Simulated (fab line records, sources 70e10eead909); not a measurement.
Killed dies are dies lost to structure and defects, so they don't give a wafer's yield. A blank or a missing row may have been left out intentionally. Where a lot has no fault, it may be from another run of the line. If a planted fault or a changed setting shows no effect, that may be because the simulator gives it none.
fab line records | flow nand_harc
record: lots: 5 | wafers: 15 | last_day: 32
route steps=1302 shown A_WL_FILL@956 A_CONTACT@983 END@1302
lots untouched by any fault: they come from a run of this same line in which no faults occurred
start_h: the number of hours between the record's first day and the start of the first shown wafer of the lot | wait_h: hours since the lot's step before | " identical to the entry in the row above | L1.1+2: several wafers, shown together as one row | - either no value or no given start | * or withheld: withheld | < > ~ a bound
route shown NAME@n: names a module that has steps shown in the file, with the first one's number in the route | usual: the fault-free wafers' mean and standard deviation | same: alike in all rows | chamber/n: place in a boat | sites: readings site by site | _std_site: the standard deviation of these | _edge_site: inner sites' mean taken away from outer sites' mean | radius_mm: how far each site lies from the wafer's centre | mask NAME#n: copy n | behind: tool/chamber where the wafer was last shaped | hold: why the lot was held/for how many hours/how that ended | device: the transistor (n, p or np) that didn't switch | end of line: the tests these same wafers got at the end of their route | for a step that has no rows: nothing shown but its recipe | killed: not the wafer's yield, but the dies lost to structure and defects at the first sort | map: dies across one wafer; x = killed, . = not, _ = none there
set.NAME: setting as actually run; set.NAME@STEP: the setting as run at that earlier step | model.NAME: the simulator's own value behind a step, which no gauge read
lots seen at some steps along the route; tables by step, rows by wafer
services: the hour from which a tool's chamber was out of use, counted from the record's first day as start_h (under 0 if before that day), plus the number of hours and why
== steps ==
step: NHARC_A_WL_FILL_CVD_03
recipe: target_thk_a: 400 | temp_c: 300 | pressure_torr: 40 | wf6_flow_sccm: 40 | h2_flow_sccm: 1600 | ar_flow_sccm: 1560 | time_s: 279 | material: W
step: NHARC_A_WL_FILL_ETCHBACK_04
recipe: target_depth_a: 600 | time_s: 120 | chemistry: NF3
usual: drypump_motor_current_A: 5.6/0.5 | oes_product_au: 0.997/0.0064
lot.wafer | tool         | chamber | start_h | wait_h | drypump_motor_current_A | oes_product_au | rf_hours_counter_h
L118.4    | rie_metal-01 | 1       | 474.07  | 0.3    | 4.8                     | 0.995          | -
L118.5    | "            | 0       | "       | "      | 6.0                     | 1.005          | -
L118.6    | "            | 1       | "       | "      | 4.8                     | 0.979          | -
L125.2    | rie_metal-03 | 1       | 528.50  | 0.3    | 5.6                     | 0.994          | 0.0
L125.4    | "            | 1       | "       | "      | 5.6                     | 1.010          | -
L125.6    | "            | 0       | "       | "      | 5.7                     | 0.995          | -
L126.4    | rie_metal-03 | 0       | 548.70  | 0.3    | 5.7                     | 0.995          | -
L126.6    | "            | 0       | "       | "      | 5.7                     | 0.998          | -
L126.5    | "            | 1       | "       | "      | 5.6                     | 0.996          | -
L132.1    | rie_metal-02 | 0       | 617.11  | 0.3    | 5.6                     | 0.997          | 2.2
L132.3    | "            | 1       | "       | "      | 6.3                     | 0.999          | -
L132.6    | "            | 0       | "       | "      | 5.6                     | 0.994          | -
L140.3    | rie_metal-03 | 1       | 677.26  | 0.3    | 5.6                     | 0.993          | -
L140.4    | "            | 0       | "       | "      | 5.7                     | 0.990          | -
L140.6    | "            | 0       | "       | "      | 5.7                     | 0.984          | -
step: NHARC_A_WL_FILL_ETCHBACK_05
recipe: target_depth_a: 220 | time_s: 60 | temp_c: 40 | chemistry: Cl2/BCl3
usual: drypump_motor_current_A: 5.6/0.5 | oes_product_au: 0.996/0.0069
lot.wafer | tool         | chamber | start_h | wait_h | drypump_motor_current_A | oes_product_au | rf_hours_counter_h
L118.4    | rie_metal-01 | 0       | 474.25  | 0.1    | 6.0                     | 1.007          | -
L118.5    | "            | 1       | "       | "      | 4.8                     | 0.989          | -
L118.6    | "            | 0       | "       | "      | 6.0                     | 1.010          | -
L125.2    | rie_metal-03 | 0       | 528.73  | 0.2    | 5.7                     | 0.990          | 0.1
L125.4    | "            | 1       | "       | "      | 5.6                     | 0.998          | -
L125.6    | "            | 1       | "       | "      | 5.6                     | 0.997          | -
L126.4    | rie_metal-03 | 1       | 548.92  | 0.2    | 5.6                     | 1.010          | -
L126.6    | "            | 0       | "       | "      | 5.7                     | 0.998          | -
L126.5    | "            | 1       | "       | "      | 5.6                     | 0.996          | -
L132.1    | rie_metal-02 | 0       | 617.36  | 0.2    | 5.6                     | 0.983          | 2.3
L132.3    | "            | 1       | "       | "      | 6.3                     | 0.990          | -
L132.6    | "            | 1       | "       | "      | 6.3                     | 0.996          | -
L140.3    | rie_metal-03 | 1       | 677.45  | 0.2    | 5.6                     | 1.011          | -
L140.4    | "            | 0       | "       | "      | 5.7                     | 0.993          | -
L140.6    | "            | 0       | "       | "      | 5.7                     | 0.998          | -
step: NHARC_A_WL_FILL_STRIP_27
recipe: power_w: 1500 | temp_c: 250 | time_s: 20 | chemistry: N2/H2
step: NHARC_A_WL_FILL_STRIP_28
recipe: time_s: 1200 | temp_c: 72.5 | chemistry: post_etch_residue_remover
step: NHARC_A_WL_FILL_PRECLEAN_06
recipe: time_s: 300 | chemistry: DIW
step: NHARC_A_WL_FILL_SRD_07
step: NHARC_A_WL_FILL_ANNEAL_08
recipe: temp_c: 450 | time_s: 1800
step: NHARC_A_WL_FILL_ALD_10
recipe: target_thk_a: 500 | pulse_time_s: 10 | ald_cycles: 500 | temp_c: 300 | material: SiO2
usual: heater_power_w: 480/49 | precursor_pulse_height_rel: 1.001/0.019
lot.wafer | tool      | chamber | start_h | wait_h | heater_power_w | precursor_pulse_height_rel
L118.4    | ald_hk-04 | 2       | 481.74  | 0.6    | 537            | 0.989
L118.6    | "         | 1       | 483.28  | 2.1    | 466            | 0.997
L118.5    | "         | 2       | "       | "      | 557            | 1.001
L125.4    | ald_hk-01 | 1       | 534.84  | 1.1    | 591            | 0.986
L125.2    | "         | 3       | 536.90  | 3.1    | 481            | 0.986
L125.6    | "         | 1       | 538.96  | 5.2    | 574            | 1.003
L126.4    | ald_hk-04 | 2       | 553.92  | 0.1    | 551            | 1.002
L126.5    | "         | 2       | 557.94  | 4.1    | 552            | 0.997
L126.6    | "         | 3       | 558.94  | 5.1    | 434            | 1.025
L132.1    | ald_hk-04 | 1       | 623.22  | 1.1    | 452            | 0.982
L132.3    | "         | 3       | 625.31  | 3.2    | 449            | 1.002
L132.6    | "         | 0       | 626.35  | 4.2    | 475            | 1.006
L140.3    | ald_hk-02 | 1       | 683.35  | 0.6    | 479            | 0.969
L140.4    | "         | 2       | "       | "      | 396            | 1.009
L140.6    | "         | 1       | 685.39  | 2.6    | 475            | 1.023
step: NHARC_A_WL_FILL_ETCHBACK_16
recipe: target_depth_a: 1200 | time_s: 24 | c4f8_flow_sccm: withheld | o2_flow_sccm: 8 | ar_flow_sccm: withheld | rf_w: 600 | bias_w: 800 | chemistry: C4F8/O2/Ar
usual: oes_product_au: 0.985/0.027 | rf_vpp_V: 723/3.5
lot.wafer | tool        | chamber | start_h | wait_h | oes_product_au | rf_hours_counter_h | rf_vpp_V
L118.4    | rie_diel-07 | 3       | -       | -      | 1.001          | 0                  | 727
L118.5    | "           | 0       | "       | "      | 1.007          | -                  | 726
L118.6    | "           | 1       | "       | "      | 1.007          | -                  | 720
L125.2    | rie_diel-08 | 0       | -       | -      | 0.926          | 4.9                | 720
L125.4    | "           | 1       | "       | "      | 0.924          | 4.2                | 728
L125.6    | "           | 3       | "       | "      | 0.987          | -                  | 725
L126.4    | rie_diel-02 | 3       | -       | -      | 0.987          | 7.3                | 724
L126.6    | "           | 3       | "       | "      | 0.998          | -                  | 723
L126.5    | "           | 0       | "       | "      | 0.994          | -                  | 728
L132.1    | rie_diel-08 | 0       | -       | -      | 0.982          | 1.6                | 720
L132.3    | "           | 1       | "       | "      | 0.971          | 1.6                | 727
L132.6    | "           | 3       | "       | "      | 0.972          | -                  | 725
L140.4    | rie_diel-08 | 3       | -       | -      | 1.011          | 3.4                | 725
L140.3    | "           | 0       | "       | "      | 1.013          | 3.8                | 719
L140.6    | "           | 3       | "       | "      | 1.001          | -                  | 725
step: NHARC_A_WL_FILL_STRIP_29
recipe: time_s: 20 | o2_flow_sccm: 500 | ar_flow_sccm: 0 | bias_w: 0 | chemistry: O2
step: NHARC_A_WL_FILL_ETCHBACK_17
recipe: target_depth_a: 40 | time_s: 26.7 | chemistry: Cl2/BCl3
usual: drypump_motor_current_A: 5.7/0.41 | oes_product_au: 0.999/0.0069
lot.wafer | tool         | chamber | start_h | wait_h | drypump_motor_current_A | oes_product_au | rf_hours_counter_h
L118.4    | rie_metal-02 | 0       | 486.16  | -      | 5.6                     | 0.997          | -
L118.5    | "            | 0       | "       | "      | 5.6                     | 0.994          | -
L118.6    | "            | 0       | "       | "      | 5.6                     | 1.005          | -
L125.2    | rie_metal-01 | 1       | 541.73  | -      | 4.8                     | 1.001          | 2.8
L125.4    | "            | 1       | "       | "      | 4.8                     | 1.011          | -
L125.6    | "            | 1       | "       | "      | 4.8                     | 0.999          | -
L126.4    | rie_metal-03 | 1       | 561.73  | -      | 5.6                     | 0.992          | -
L126.5    | "            | 1       | "       | "      | 5.6                     | 1.000          | -
L126.6    | "            | 0       | "       | "      | 5.7                     | 0.993          | -
L132.1    | rie_metal-02 | 0       | 630.17  | -      | 5.6                     | 1.008          | 2.4
L132.3    | "            | 0       | "       | "      | 5.6                     | 1.005          | -
L132.6    | "            | 0       | "       | "      | 5.6                     | 1.009          | -
L140.3    | rie_metal-01 | 1       | 687.67  | -      | 4.8                     | 0.999          | -
L140.4    | "            | 0       | "       | "      | 6.0                     | 0.995          | -
L140.6    | "            | 1       | "       | "      | 4.8                     | 0.998          | -
step: NHARC_A_WL_FILL_PRECLEAN_18
recipe: time_s: 30 | chemistry: dHF
step: NHARC_A_WL_FILL_SRD_21
step: NHARC_A_WL_FILL_CVD_23
recipe: target_thk_a: 400 | temp_c: 620 | pressure_mtorr: 200 | time_s: 800 | material: poly-Si
step: NHARC_A_WL_FILL_ETCHBACK_26
recipe: target_depth_a: 520 | time_s: 13.3 | hbr_flow_sccm: 150 | rf_w: 350 | icp_w: 350 | bias_w: 60 | chemistry: HBr
step: NHARC_A_WL_FILL_PRECLEAN_30
recipe: time_s: 10 | chemistry: dHF
step: NHARC_A_WL_FILL_SRD_14
step: NHARC_A_WL_FILL_ALD_19
recipe: target_thk_a: 20 | pulse_time_s: 3 | ald_cycles: 100 | temp_c: 450 | material: TiN
step: NHARC_A_WL_FILL_CVD_20
recipe: target_thk_a: 1000 | temp_c: 400 | pressure_torr: 40 | wf6_flow_sccm: 40 | h2_flow_sccm: 1600 | ar_flow_sccm: 1560 | time_s: 74 | material: W
step: NHARC_A_WL_FILL_CMP_12
recipe: t_overpolish_s: 30 | target_thk_nm: 100
step: NHARC_A_WL_FILL_SRD_31
step: NHARC_A_CONTACT_DEP_24
recipe: target_thk_a: 5000 | temp_c: 400 | pressure_torr: 6.5 | rf_w: 900 | teos_flow_sccm: 161.4 | flow_sccm: 2650 | target_thk_nm: 500 | gas: O2 | material: SiO2
usual: heater_power_w: 548/61 | showerhead_vpp_V: 1827/60 | throttle_valve_pct: 15.7/0.65
lot.wafer | tool     | chamber | start_h | wait_h | heater_power_w | showerhead_vpp_V | throttle_valve_pct
L118.6    | pecvd-03 | 1       | 492.98  | 0.2    | 601            | 1748             | 15.3
L118.5    | "        | 2       | "       | "      | 485            | 1870             | 14.4
L118.4    | "        | 0       | "       | "      | 629            | 1849             | 16.7
L125.2    | pecvd-04 | 1       | 548.30  | 0.2    | 600            | 1794             | 15.1
L125.4    | "        | 0       | "       | "      | 544            | 1915             | 16.5
L125.6    | "        | 1       | "       | "      | 638            | 1802             | 15.4
L126.4    | pecvd-04 | 1       | 568.17  | 0.3    | 662            | 1790             | 15.4
L126.5    | "        | 2       | "       | "      | 503            | 1745             | 16.6
L126.6    | "        | 0       | "       | "      | 627            | 1909             | 16.2
L132.3    | pecvd-03 | 0       | 636.77  | 0.1    | 560            | 1853             | 16.4
L132.1    | "        | 1       | "       | "      | 662            | 1722             | 15.7
L132.6    | "        | 2       | "       | "      | 513            | 1864             | 15.6
L140.3    | pecvd-04 | 2       | 694.28  | 0.2    | 538            | 1749             | 16.5
L140.4    | "        | 0       | "       | "      | 549            | 1896             | 15.9
L140.6    | "        | 2       | "       | "      | 533            | 1731             | 16.5
step: NHARC_A_CONTACT_DEP_28
recipe: target_thk_a: 70000 | temp_c: 400 | material: aC
step: NHARC_A_CONTACT_DEP_29
recipe: target_thk_a: 1000 | target_thk_nm: 100 | temp_c: 400 | pressure_torr: 3.5 | flow_sccm: 200 | rf_w: 350 | material: SiON
step: NHARC_A_CONTACT_DEHYDRATE_32
recipe: temp_c: 150 | time_s: 120
step: NHARC_A_CONTACT_HMDS_33
recipe: time_s: 30
step: NHARC_A_CONTACT_COAT_34
recipe: temp_c: 260 | time_s: 75
step: NHARC_A_CONTACT_COAT_35
recipe: temp_c: 225 | time_s: 65
step: NHARC_A_CONTACT_COAT_36
recipe: spin_rpm: 1500 | resist_thk_nm: 90
step: NHARC_A_CONTACT_SOFTBAKE_37
recipe: temp_c: 105 | time_s: 55
step: NHARC_A_CONTACT_EBR_38
step: NHARC_A_CONTACT_EXPOSE_39
recipe: na: 1.35 | sigma_outer: 0.8 | dose_mj: 58.79 | mask_id: A_CC_3
step: NHARC_A_CONTACT_PEB_40
recipe: peb_temp_c: 100 | peb_time_s: 65
step: NHARC_A_CONTACT_DEVELOP_41
recipe: develop_time_s: 35 | dev_temp_c: 23
step: NHARC_A_CONTACT_CD_MEAS_42
recipe: target_cd_nm: 300 | landing_energy_ev: 500
usual: cd_nm: 300.0/0.4
same: landing_energy_ev: 500
lot.wafer | tool      | chamber | start_h | wait_h | cd_nm
L118.4    | cd_sem-03 | 0       | 500.82  | -      | 299.1
L118.5    | "         | 0       | "       | "      | 299.5
L118.6    | "         | 0       | "       | "      | 299.8
L125.2    | cd_sem-02 | 0       | 553.80  | -      | 300.2
L125.4    | "         | 0       | "       | "      | 299.8
L125.6    | "         | 0       | "       | "      | 299.3
L126.4    | cd_sem-02 | 0       | 574.30  | -      | 300.0
L126.5    | "         | 0       | "       | "      | 300.2
L126.6    | "         | 0       | "       | "      | 299.7
L132.1    | cd_sem-01 | 0       | 642.12  | -      | 299.5
L132.3    | "         | 0       | "       | "      | 299.9
L132.6    | "         | 0       | "       | "      | 299.5
L140.3    | cd_sem-01 | 0       | 701.93  | -      | 300.4
L140.4    | "         | 0       | "       | "      | 300.5
L140.6    | "         | 0       | "       | "      | 300.7
step: NHARC_END_SORT_01
recipe: temp_c: 25
usual: killed_at_array: 61/23 | killed_at_other: 1.3/1.4 | killed_at_periphery: 4.0/2.6 | killed_dies: 66/22 | killed_open: 3.4/1.8 | killed_short: 2.3/1.4
same: gross_dies: 677
lot.wafer | tool      | chamber | start_h | wait_h | killed_at_array | killed_at_other | killed_at_periphery | killed_dies | killed_open | killed_short
L118.4    | prober-01 | 0       | 573.10  | 3.4    | 112             | 0               | 0                   | 112         | 2           | 1
L118.5    | prober-01 | 0       | 573.90  | 3.7    | 99              | 0               | 1                   | 100         | 4           | 1
L118.6    | prober-01 | 0       | 574.70  | 4.0    | 106             | 0               | 1                   | 107         | 7           | 3
L125.2    | prober-01 | 0       | 629.27  | 2.8    | 103             | 6               | 2                   | 111         | 2           | 3
L125.4    | prober-01 | 0       | 630.88  | 3.4    | 112             | 0               | 2                   | 114         | 6           | 4
L125.6    | prober-01 | 0       | 632.49  | 4.0    | 89              | 4               | 1                   | 94          | 6           | 2
L126.4    | prober-01 | 0       | 643.01  | 3.4    | 115             | 0               | 2                   | 117         | 4           | 3
L126.5    | prober-01 | 0       | 643.81  | 3.7    | 101             | 1               | 2                   | 104         | 5           | 3
L126.6    | prober-01 | 0       | 644.60  | 4.0    | 106             | 3               | 3                   | 112         | 2           | 3
L132.1    | prober-01 | 0       | 722.66  | 2.5    | 149             | 0               | 1                   | 150         | 3           | 0
L132.3    | prober-01 | 0       | 724.26  | 3.1    | 137             | 0               | 4                   | 141         | 3           | 0
L132.6    | prober-01 | 0       | 726.66  | 4.0    | 137             | 0               | 4                   | 141         | 4           | 1
killed by level:class
L118.4 A_CHANNEL_HOLE_D1:chamber_film_flake=37 A_CHANNEL_HOLE_D2:chamber_film_flake=32 A_SLIT:chamber_film_flake=31 A_WL_FILL:chamber_film_flake=2 A_CONTACT:chamber_film_flake=2 A_M0:chamber_film_flake=2 A_ONON_D1:geometric_particle:open=1 A_ONON_D2:geometric_particle:short=1
L118.5 A_CHANNEL_HOLE_D2:chamber_film_flake=39 A_CHANNEL_HOLE_D1:chamber_film_flake=31 A_SLIT:chamber_film_flake=20 A_CHANNEL_FILL_D1:geometric_particle:open=2 A_CHANNEL_FILL_D1:chamber_film_flake=2 P_M1:geometric_particle:short=1 A_ONON_D1:geometric_particle:open=1 A_M1:geometric_particle:open=1
L118.6 A_CHANNEL_HOLE_D2:chamber_film_flake=36 A_SLIT:chamber_film_flake=29 A_CHANNEL_HOLE_D1:chamber_film_flake=22 A_WL_FILL:chamber_film_flake=3 A_M0:chamber_film_flake=3 A_ONON_D1:geometric_particle:open=2 A_CHANNEL_FILL_D1:geometric_particle:short=2 P_M0:geometric_particle:open=1
L125.2 A_SLIT:chamber_film_flake=34 A_CHANNEL_HOLE_D2:chamber_film_flake=31 A_CHANNEL_HOLE_D1:chamber_film_flake=30 THIN_TSV:chamber_film_flake=6 A_CONTACT:chamber_film_flake=4 P_CONTACT:geometric_particle:short=1 A_CHANNEL_FILL_D1:geometric_particle:short=1 A_CHANNEL_FILL_D1:geometric_particle:open=1
L125.4 A_CHANNEL_HOLE_D2:chamber_film_flake=31 A_CHANNEL_HOLE_D1:chamber_film_flake=30 A_SLIT:chamber_film_flake=29 A_CONTACT:chamber_film_flake=8 A_ONON_D2:geometric_particle:short=2 A_WL_FILL:chamber_film_flake=2 P_M0:geometric_particle:open=1 A_ONON_D1:geometric_particle:open=1
L125.6 A_SLIT:chamber_film_flake=26 A_CHANNEL_HOLE_D1:chamber_film_flake=25 A_CHANNEL_HOLE_D2:chamber_film_flake=24 A_CONTACT:chamber_film_flake=4 A_WL_FILL:chamber_film_flake=3 THIN_TSV:chamber_film_flake=3 A_ONON_D1:geometric_particle:open=1 A_ONON_D1:geometric_particle:short=1
L126.4 A_CHANNEL_HOLE_D2:chamber_film_flake=35 A_CHANNEL_HOLE_D1:chamber_film_flake=34 A_SLIT:chamber_film_flake=33 A_STAIRCASE:chamber_film_flake=4 P_STI:chamber_film_flake=2 A_ONON_D1:geometric_particle:open=1 A_CHANNEL_FILL_D1:geometric_particle:open=1 A_DECK1_JOINT:geometric_particle:open=1
L126.5 A_CHANNEL_HOLE_D2:chamber_film_flake=33 A_CHANNEL_HOLE_D1:chamber_film_flake=31 A_SLIT:chamber_film_flake=26 A_STAIRCASE:chamber_film_flake=3 A_BLC:geometric_particle:open=2 P_GATE:geometric_particle:short=1 P_M0:geometric_particle:short=1 A_ONON_D1:geometric_particle:short=1
L126.6 A_SLIT:chamber_film_flake=39 A_CHANNEL_HOLE_D1:chamber_film_flake=30 A_CHANNEL_HOLE_D2:chamber_film_flake=30 A_STAIRCASE:chamber_film_flake=2 A_ONON_D1:geometric_particle:short=1 A_DECK1_JOINT:geometric_particle:short=1 A_CONTACT:geometric_particle:open=1 STARTING-WAFER:geometric_particle:open=1
L132.1 A_WL_FILL:unspecified=68 A_CHANNEL_HOLE_D1:chamber_film_flake=37 A_CHANNEL_HOLE_D2:chamber_film_flake=30 A_CONTACT:chamber_film_flake=6 A_STAIRCASE:chamber_film_flake=2 A_SLIT:chamber_film_flake=2 A_DECK1_JOINT:geometric_particle:open=1 A_CONTACT:geometric_particle:open=1
L132.3 A_WL_FILL:unspecified=64 A_CHANNEL_HOLE_D1:chamber_film_flake=38 A_CHANNEL_HOLE_D2:chamber_film_flake=22 A_STAIRCASE:chamber_film_flake=5 A_SLIT:chamber_film_flake=4 P_M0:geometric_particle:open=2 A_BLC:geometric_particle:open=1 P_ZERO_WELL:chamber_film_flake=1
L132.6 A_WL_FILL:unspecified=68 A_CHANNEL_HOLE_D1:chamber_film_flake=33 A_CHANNEL_HOLE_D2:chamber_film_flake=24 A_SLIT:chamber_film_flake=3 P_STI:chamber_film_flake=2 A_CONTACT:chamber_film_flake=2 P_GATE:geometric_particle:open=1 A_CHANNEL_FILL_D1:geometric_particle:open=1
map L132.1 (x killed, . not)
____________.____________
_________......._________
_______....x..x..._______
______......x..xx..______
_____......xx.xxx..._____
____.......x.xx....x.____
____......x.xx.x.....____
___......x..xxx.......___
___.xxx.....xxx..x....___
__..x....xx.x..........__
__xxx.xxx..x.x.xx......__
_.xxxxxx..x...x........._
_.xxxxxxxx.............._
_xxxxxxxx..x............_
_.xxxxxxx.x............._
_.xxxxxxxx.............._
.xxxxxxxx................
..xxxxxxx................
....xxx..................
...x..x..................
.....x...................
_...x..................._
_......................._
_...x..................._
_................x......_
_.x....................._
__............xx.......__
__...........x...x.....__
___..........xxx.x....___
___.......x..xxx.x....___
____.......x.xxxx....____
____.....x.xxxx..x...____
_____..x....x.xxx..._____
______..x..xxxxx...______
_______.....xx..x._______
_________xx..x.._________
____________.____________
map L118.4 (x killed, . not)
____________.____________
_________......._________
_______..........._______
______.....x.......______
_____..............._____
____.....xxx.........____
____....xxxxx........____
___.......x.x.........___
___......xxxxx........___
__.......xx.x..........__
__.......x.x.xx........__
_.......x.xx............_
_..........xx..........._
_......x..x...x........._
_.......x..............._
_...x..................._
.............x...........
....x....................
......x..................
.xxx.xx.........x........
...xx....................
_.xxxx...........x......_
_..xxxxx................_
_.xxxxx................._
_xx.xxxx................_
_x.xx.x.....x..x........_
__.x..........xx.......__
__.xx........xxx.......__
___x.x....x...xx......___
___........x.xxx......___
____.x......xxx......____
____........xx.xx....____
_____......xxx.xx..._____
______.......xxxxx.______
_______......xxxx._______
_________....xx._________
____________.____________
== services ==
tool         | chamber | start_h | hours | kind
pecvd-04     | -       | 450.54  | 13.0  | pm
rie_metal-02 | -       | 454.00  | 9.0   | pm
rie_diel-08  | 2       | 470.82  | 1.5   | repair
rie_diel-07  | -       | 471.20  | 9.0   | pm
rie_metal-02 | 1       | 477.10  | 17.4  | repair
ald_hk-01    | -       | 478.34  | 10.0  | pm
rie_diel-08  | 1       | 481.96  | 9.9   | repair
rie_diel-08  | 0       | 506.54  | 2.0   | repair
rie_metal-03 | 0       | 508.25  | 8.6   | repair
pecvd-04     | -       | 517.31  | 0.7   | repair
rie_metal-03 | -       | 519.00  | 9.0   | pm
pecvd-03     | -       | 538.63  | 3.2   | repair
rie_diel-08  | -       | 544.80  | 9.0   | pm
pecvd-03     | -       | 547.25  | 13.0  | pm
rie_metal-01 | -       | 575.00  | 9.0   | pm
rie_diel-08  | -       | 581.93  | 0.3   | repair
ald_hk-04    | -       | 611.62  | 10.0  | pm
rie_metal-01 | 1       | 618.24  | 5.9   | repair
rie_metal-02 | -       | 631.00  | 9.0   | pm
pecvd-04     | -       | 631.54  | 13.0  | pm
rie_diel-08  | -       | 633.61  | 0.2   | repair
rie_metal-01 | 1       | 637.76  | 5.0   | repair
rie_metal-02 | 0       | 668.06  | 11.7  | repair
rie_metal-02 | -       | 672.90  | 0.3   | repair
== key ==
first_sign: step: NHARC_END_SORT_01 | reading: killed_at_array | direction: up | sigmas: 3.6 | usual: 61 | struck: 141
effect: step: NHARC_END_SORT_01 | reading: killed_dies | direction: up | sigmas: 3.5 | usual: 66 | struck: 144
more_kills_born_at: NHARC_A_WL_FILL_ETCHBACK_17@rie_metal-02: 200
met_at NHARC_A_WL_FILL_ETCHBACK_17
struck_wafers L132.1,L132.3,L132.6
tester_left_out L132
onset_between 486.16 630.17
also_fits NHARC_A_WL_FILL_ETCHBACK_04:rie_metal-02,NHARC_A_WL_FILL_ETCHBACK_05:rie_metal-02,NHARC_A_WL_FILL_ALD_10:ald_hk-04,NHARC_A_CONTACT_DEP_24:pecvd-03
fault: kind: chamber_particle_source | tool: rie_metal-02 | chamber: 0 | onset_h: 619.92 | steps: NHARC_A_WL_FILL_ETCHBACK_17 | rate_per_visit_cm2: 0.41861 | end_h: 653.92
tester_left_out: of these lots the tester's yield and bins aren't shown, on N5 and GAA mostly nor the transistor test; their killed dies are dies lost to structure and defects alone, not to doping, threshold or leakage, so they don't give the yield
